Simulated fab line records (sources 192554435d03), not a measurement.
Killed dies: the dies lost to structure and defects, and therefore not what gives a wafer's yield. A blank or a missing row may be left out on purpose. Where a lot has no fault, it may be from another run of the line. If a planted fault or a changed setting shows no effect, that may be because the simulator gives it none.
Chamber matching -- flow n5 finfet -- rie diel-05 running N5_BEOL_M2_ETCH_77: 4 sister chambers
The step etches underlayer in N2/H2, target depth 6.5 nm, time 5.2 s. 18 wafers are shown with their chamber, then 9 later ones without.

## WAFERS, EACH WITH ITS CHAMBER
wafer,chamber,drypump motor current A (A),oes product au (a.u.),showerhead plenum p Torr (Torr)
L075.2,3,6.6,0.61,2.63
L075.4,0,6.3,0.82,2.62
L075.5,0,6.3,0.82,2.62
L078.4,0,6.3,0.80,2.61
L078.5,3,6.6,0.60,2.63
L078.6,2,5.7,0.60,2.62
L079.1,3,6.6,0.60,2.63
L079.3,2,5.8,0.60,2.61
L079.4,0,6.3,0.78,2.61
L080.3,2,5.8,0.60,2.61
L080.4,3,6.6,0.61,2.63
L080.5,0,6.3,0.78,2.61
L082.1,0,6.3,0.79,2.61
L082.3,3,6.6,0.60,2.63
L082.6,3,6.6,0.59,2.62
L083.2,1,5.4,0.80,2.73
L083.3,3,6.6,0.60,2.62
L083.4,2,5.8,0.59,2.61

SIGNATURES (averages over the wafers above)
reading,chamber 0,chamber 1,chamber 2,chamber 3,scatter within a chamber
drypump motor current A,6.300,5.400,5.775,6.600,0.0231
oes product au,0.7983,0.8000,0.5975,0.6014,0.0121
showerhead plenum p Torr,2.6133,2.7300,2.6125,2.6271,0.00501
Rule: distance of a wafer from a chamber = root of the sum over the readings of ((wafer's reading minus chamber's mean) / reading's scatter) squared. If the next closest chamber is less than 2 further off than the closest, the wafer can't be placed; otherwise it belongs to the closest. The scatter: take each reading less its chamber's mean, square it, sum over the shown wafers, divide by the number of wafers less the number of chambers, and take the root.

## WAFERS WITHOUT THEIR CHAMBER
wafer,drypump motor current A (A),oes product au (a.u.),showerhead plenum p Torr (Torr)
L088.2,5.4,0.79,2.72
L088.5,5.8,0.60,2.61
L088.6,6.6,0.60,2.62
L094.1,6.6,0.59,2.62
L094.5,6.3,0.73,2.60
L094.6,6.6,0.59,2.62
L095.4,6.6,0.59,2.61
L095.5,5.4,0.76,2.72
L095.6,6.3,0.75,2.60

## CHAMBER TAKEN BY EACH
wafer,from the rows above,in truth
L088.2,1,1
L088.5,2,2
L088.6,3,3
L094.1,3,3
L094.5,0,0
L094.6,3,3
L095.4,3,3
L095.5,1,1
L095.6,0,0
Correctly placed: 9 of 9. Not placeable from these rows: 0. Wrongly placed: 0.
